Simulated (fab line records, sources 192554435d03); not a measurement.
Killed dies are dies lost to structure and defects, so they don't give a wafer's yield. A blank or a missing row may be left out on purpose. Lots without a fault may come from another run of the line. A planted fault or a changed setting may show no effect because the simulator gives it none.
Which tool did it? | flow n5_finfet | 9 lots, 26 wafers sampled, at 6 steps of a route of 1938

WHAT THE GAUGES READ, wafer by wafer
N5_BEOL_M4_RC_MEAS_101. Usual: DIBL_N 37.1 mV/V, standard deviation 1.9; DIBL_P 37.2 mV/V, standard deviation 2.3; IOFF_N 0.18 nA/um, standard deviation 0.04; IOFF_P 0.23 nA/um, standard deviation 0.044; ION_N 682 uA/um, standard deviation 11; ION_P 468 uA/um, standard deviation 8.6; SS_N 71.9 mV/dec, standard deviation 0.68; SS_P 73.5 mV/dec, standard deviation 0.74; VT_N 248 mV, standard deviation 3.4; VT_P -248 mV, standard deviation 3.4.
lot  | measured     | on        | DIBL_N (mV/V)  | DIBL_P (mV/V)  | IOFF_N (nA/um) | IOFF_P (nA/um) | ION_N (uA/um) | ION_P (uA/um) | SS_N (mV/dec)  | SS_P (mV/dec)  | VT_N (mV)   | VT_P (mV)      | flag
L120 | day 8 19:58  | prober-02 | 38.1 35.6 35.8 | 37.6 34.7 34.2 | 0.21 0.15 0.16 | 0.31 0.24 0.24 | 687 673 680   | 479 473 473   | 72.3 71.4 70.9 | 74.1 73.8 73.1 | 246 248 247 | -240 -245 -246 |
L121 | day 8 22:40  | prober-01 | 36.9 37.0 34.1 | 36.5 37.8 34.2 | 0.16 0.17 0.12 | 0.24 0.28 0.20 | 675 681 673   | 468 473 469   | 72.0 72.5 70.9 | 73.9 74.3 72.2 | 249 250 253 | -244 -245 -248 |
L126 | day 10 00:47 | prober-02 | 35.6 36.6 37.1 | 34.3 35.9 36.2 | 0.13 0.17 0.17 | 0.16 0.19 0.20 | 683 696 693   | 460 481 474   | 71.8 71.9 71.8 | 72.7 72.9 73.7 | 252 249 248 | -254 -253 -252 |
L128 | day 10 19:17 | prober-02 | 38.6 39.9 34.0 | 40.8 42.4 34.9 | 0.19 0.22 0.12 | 0.26 0.29 0.18 | 694 702 671   | 468 486 468   | 72.2 71.9 70.4 | 74.1 75.0 72.1 | 248 246 254 | -250 -244 -251 |
L134 | day 12 01:38 | prober-02 | 38.1 37.3 37.4 | 37.8 37.4 37.3 | 0.16 0.18 0.16 | 0.21 0.22 0.21 | 685 687 676   | 469 471 470   | 71.9 72.5 72.7 | 73.6 73.9 72.8 | 250 247 251 | -252 -251 -251 |
L135 | day 12 16:45 | prober-01 | 38.3 40.2 40.9 | 37.5 38.8 40.6 | 0.19 0.24 0.25 | 0.26 0.30 0.33 | 698 688 693   | 484 465 476   | 71.2 72.5 72.6 | 74.0 74.3 73.9 | 245 244 244 | -244 -245 -244 |
L137 | day 13 04:58 | prober-01 | 37.6 37.4 41.7 | 40.2 39.5 43.6 | 0.21 0.19 0.32 | 0.29 0.26 0.37 | 688 681 699   | 473 464 477   | 72.1 71.8 73.5 | 74.6 74.0 75.8 | 246 247 240 | -246 -246 -244 |
L139 | day 13 06:49 | prober-01 | 36.3 32.8      | 37.3 33.6      | 0.19 0.13      | 0.26 0.20      | 689 652       | 471 457       | 72.2 71.2      | 73.4 71.7      | 246 253     | -245 -250      |
L140 | day 13 09:58 | prober-02 | 36.4 36.8 37.0 | 36.7 36.7 37.2 | 0.17 0.17 0.18 | 0.21 0.22 0.23 | 672 671 675   | 459 454 460   | 71.2 72.2 71.9 | 73.0 73.5 73.8 | 248 248 247 | -252 -250 -250 |

N5_BEOL_M8_THK_MEAS_01. Usual: M8_ILD_THK 154.6 nm, standard deviation 1.9.
lot  | measured     | on            | M8_ILD_THK (nm)   | flag
L120 | day 9 22:10  | film_metro-02 | 151.6 155.1 154.4 |
L121 | day 10 01:34 | film_metro-02 | 152.6 154.8 156.2 |
L126 | day 11 09:30 | film_metro-01 | 153.7 154.5 156.7 |
L128 | day 11 23:51 | film_metro-02 | 154.0 155.8 154.7 |
L134 | day 13 03:41 | film_metro-02 | 260.7 156.1 267.8 | OFF
L135 | day 14 01:46 | film_metro-02 | 263.5 155.2 268.6 | OFF
L137 | day 14 08:32 | film_metro-02 | 153.5 153.0 155.9 |
L139 | day 14 11:38 | film_metro-02 | 153.0 157.7       |
L140 | day 14 17:42 | film_metro-02 | 153.1 153.8 153.7 |

WHICH TOOL RAN EACH LOT (tool, then ch and the chambers of the sampled wafers, then the start)
lot  | N5_BEOL_M7_TRENCH_ETCH_37                     | N5_BEOL_M7_STRIP_80                           | N5_BEOL_M7_PRE_CLEAN_45      | N5_BEOL_M8_ILD_DEP_00
L120 | rie_diel-06 ch 1,2, day 9 19:53 or earlier    | rie_diel-06 ch 1,2, day 9 19:53 or earlier    | pvd_sputter-02, day 9 19:53  | pecvd-01 ch 0, day 9 21:35
L121 | rie_diel-04 ch 1,2, day 9 23:19 or earlier    | rie_diel-04 ch 1,2, day 9 23:19 or earlier    | pvd_sputter-02, day 9 23:19  | pecvd-04 ch 0,2, day 10 00:59
L126 | rie_diel-02 ch 0,1, day 11 06:20 or earlier   | rie_diel-02 ch 0,1, day 11 06:20 or earlier   | pvd_sputter-02, day 11 06:20 | pecvd-01 ch 1,2, day 11 08:25
L128 | rie_diel-04 ch 0,1, day 11 21:05 or earlier   | rie_diel-04 ch 0,1, day 11 21:05 or earlier   | pvd_sputter-03, day 11 21:05 | pecvd-01 ch 0,1,2, day 11 23:17
L134 | rie_diel-04 ch 2,3, day 13 01:24 or earlier   | rie_diel-04 ch 2,3, day 13 01:24 or earlier   | pvd_sputter-03, day 13 01:24 | pecvd-01 ch 0,1, day 13 03:07
L135 | rie_diel-02 ch 1,2,3, day 13 22:34 or earlier | rie_diel-02 ch 1,2,3, day 13 22:34 or earlier | pvd_sputter-02, day 13 22:34 | pecvd-01 ch 0,1,2, day 14 00:37
L137 | rie_diel-02 ch 0,2,3, day 14 05:22 or earlier | rie_diel-02 ch 0,2,3, day 14 05:22 or earlier | pvd_sputter-02, day 14 05:22 | pecvd-02 ch 0,1, day 14 07:07
L139 | rie_diel-02 ch 2, day 14 07:54 or earlier     | rie_diel-02 ch 2, day 14 07:54 or earlier     | pvd_sputter-01, day 14 07:54 | pecvd-02 ch 0,2, day 14 11:04
L140 | rie_diel-02 ch 0,1,2, day 14 15:13 or earlier | rie_diel-02 ch 0,1,2, day 14 15:13 or earlier | pvd_sputter-03, day 14 15:13 | pecvd-04 ch 0,1,2, day 14 17:07
- N5_BEOL_M7_TRENCH_ETCH_37: etches SiCOH lowk in C4F6/O2, target depth 93.478 nm, time 31.2 s.
- N5_BEOL_M7_STRIP_80: strips in N2/H2, time 10 s.
- N5_BEOL_M7_PRE_CLEAN_45: time 30 s.
- N5_BEOL_M8_ILD_DEP_00: deposits SiCOH lowk from DEMS/porogen, target thk 179.75 nm, time 33.4 s.

WHAT THE TOOLS THEMSELVES READ (means of the sampled wafers that have a number; where no wafer has one, the mark that the record gives instead)
N5_BEOL_M7_TRENCH_ETCH_37. Usual: drypump_motor_current_A 5.8 A, standard deviation 0.41; oes_product_au 0.78 a.u., standard deviation 0.058; rf_vpp_V 662 V, standard deviation 8.7; showerhead_plenum_p_Torr 2.87 Torr, standard deviation 0.12; throttle_valve_pct 20.89 %, standard deviation 0.28.
lot  | tool        | drypump_motor_current_A (A) | oes_product_au (a.u.) | rf_vpp_V (V) | showerhead_plenum_p_Torr (Torr) | throttle_valve_pct (%) | flag
L120 | rie_diel-06 | 6.1                         | 0.82                  | 665          | 2.91                            | 20.67                  |
L121 | rie_diel-04 | 5.4                         | 0.77                  | 663          | 2.77                            | 21.01                  |
L126 | rie_diel-02 | 5.5                         | 0.82                  | 658          | 2.99                            | 20.86                  |
L128 | rie_diel-04 | 5.6                         | 0.81                  | 672          | 2.78                            | 20.70                  |
L134 | rie_diel-04 | 5.5                         | 0.81                  | 655          | 2.78                            | 21.03                  |
L135 | rie_diel-02 | 6.0                         | 0.79                  | 656          | 2.91                            | 20.82                  |
L137 | rie_diel-02 | 5.8                         | 0.75                  | 660          | 2.90                            | 21.06                  |
L139 | rie_diel-02 | 6.5                         | 0.76                  | 654          | 2.72                            | 21.25                  |
L140 | rie_diel-02 | 5.7                         | 0.76                  | 659          | 2.89                            | 21.10                  |

N5_BEOL_M7_STRIP_80. Usual: drypump_motor_current_A 5.8 A, standard deviation 0.41; oes_product_au 0.78 a.u., standard deviation 0.057; rf_vpp_V 59.2 V, standard deviation 0.89; showerhead_plenum_p_Torr 2.56 Torr, standard deviation 0.1; throttle_valve_pct 23.6 %, standard deviation 0.33.
lot  | tool        | drypump_motor_current_A (A) | oes_product_au (a.u.) | rf_vpp_V (V) | showerhead_plenum_p_Torr (Torr) | throttle_valve_pct (%) | flag
L120 | rie_diel-06 | 6.1                         | 0.83                  | 60.5         | 2.60                            | 23.3                   |
L121 | rie_diel-04 | 5.4                         | 0.78                  | 58.7         | 2.46                            | 23.7                   |
L126 | rie_diel-02 | 5.5                         | 0.83                  | 59.1         | 2.68                            | 23.8                   |
L128 | rie_diel-04 | 5.6                         | 0.81                  | 58.7         | 2.48                            | 23.3                   |
L134 | rie_diel-04 | 5.6                         | 0.80                  | 59.1         | 2.47                            | 23.8                   |
L135 | rie_diel-02 | 6.0                         | 0.80                  | 59.3         | 2.60                            | 23.6                   |
L137 | rie_diel-02 | 5.8                         | 0.75                  | 58.2         | 2.58                            | 23.7                   |
L139 | rie_diel-02 | 6.5                         | 0.76                  | 58.5         | 2.44                            | 24.1                   |
L140 | rie_diel-02 | 5.7                         | 0.77                  | 59.2         | 2.59                            | 24.0                   |

N5_BEOL_M7_PRE_CLEAN_45. Usual: heater_power_w 352 W, standard deviation 28; susceptor_temp_C 250.00 C, standard deviation 0.15.
lot  | tool           | heater_power_w (W) | susceptor_temp_C (C) | flag
L120 | pvd_sputter-02 | 364                | 249.94               |
L121 | pvd_sputter-02 | 368                | 250.05               |
L126 | pvd_sputter-02 | 362                | 249.97               |
L128 | pvd_sputter-03 | 328                | 249.96               |
L134 | pvd_sputter-03 | 363                | 249.93               |
L135 | pvd_sputter-02 | 362                | 250.00               |
L137 | pvd_sputter-02 | 366                | 249.87               |
L139 | pvd_sputter-01 | 368                | 249.95               |
L140 | pvd_sputter-03 | 351                | 249.94               |

N5_BEOL_M8_ILD_DEP_00. Usual: heater_power_w 308 W, standard deviation 52; showerhead_plenum_p_Torr 5.728 Torr, standard deviation 0.019; showerhead_vpp_V 1341 V, standard deviation 74; susceptor_temp_C 299.98 C, standard deviation 0.21; throttle_valve_pct 14.1 %, standard deviation 0.76.
lot  | tool     | heater_power_w (W) | showerhead_plenum_p_Torr (Torr) | showerhead_vpp_V (V) | susceptor_temp_C (C) | throttle_valve_pct (%) | flag
L120 | pecvd-01 | 387                | 5.725                           | 1354                 | 300.05               | 13.5                   |
L121 | pecvd-04 | 387                | 5.736                           | 1337                 | 299.83               | 13.6                   |
L126 | pecvd-01 | 257                | 5.711                           | 1341                 | 299.97               | 14.2                   |
L128 | pecvd-01 | 289                | 5.717                           | 1372                 | 299.97               | 14.2                   |
L134 | pecvd-01 | 281                | 5.704                           | 1401                 | 300.05               | 14.7                   |
L135 | pecvd-01 | 314                | 5.713                           | 1357                 | 299.95               | 14.3                   |
L137 | pecvd-02 | 280                | 5.728                           | 1350                 | 300.05               | 14.1                   |
L139 | pecvd-02 | 309                | 5.732                           | 1278                 | 300.12               | 14.2                   |
L140 | pecvd-04 | 340                | 5.737                           | 1347                 | 300.05               | 14.0                   |

THE ANSWER, worked out from the rows above alone
Rule: a lot is off if the mean of its wafers that have a number lies more than 3 standard deviations from the usual mean. A lot without any number at a reading at which 4 lots or more have one is off too. The other lots that the step has rows for count as sound. The gauges are gone through in route order, then the tools' own readings, and for those a lot's mean is taken as printed above. The first step at which some lot is off is used, and at that step the reading that is off furthest; a lot without a number counts as furthest.
Off: L134, L135, at N5_BEOL_M8_THK_MEAS_01 (M8_ILD_THK).
A tool fits if, at a process step before that reading, it ran every lot that is off, and no sound lot after the first of them. The gauges at N5_BEOL_M8_THK_MEAS_01 are tried like those tools. N5_BEOL_M7_TRENCH_ETCH_37 gives no start for some lots, so the hours and the order of its lots are those of N5_BEOL_M7_PRE_CLEAN_45. N5_BEOL_M7_STRIP_80 gives no start for some lots, so the hours and the order of its lots are those of N5_BEOL_M7_PRE_CLEAN_45. One fits: pecvd-01 at N5_BEOL_M8_ILD_DEP_00. Its last sound lot is L128 (day 11 23:17), its first lot that is off L134 (day 13 03:07): a fault that began between those two fits.

WHAT THE SIMULATOR HAD PUT IN
Process parameter drift: pecvd-01, from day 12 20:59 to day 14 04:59, at N5_BEOL_M8_ILD_DEP_00. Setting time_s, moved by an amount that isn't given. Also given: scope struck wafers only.
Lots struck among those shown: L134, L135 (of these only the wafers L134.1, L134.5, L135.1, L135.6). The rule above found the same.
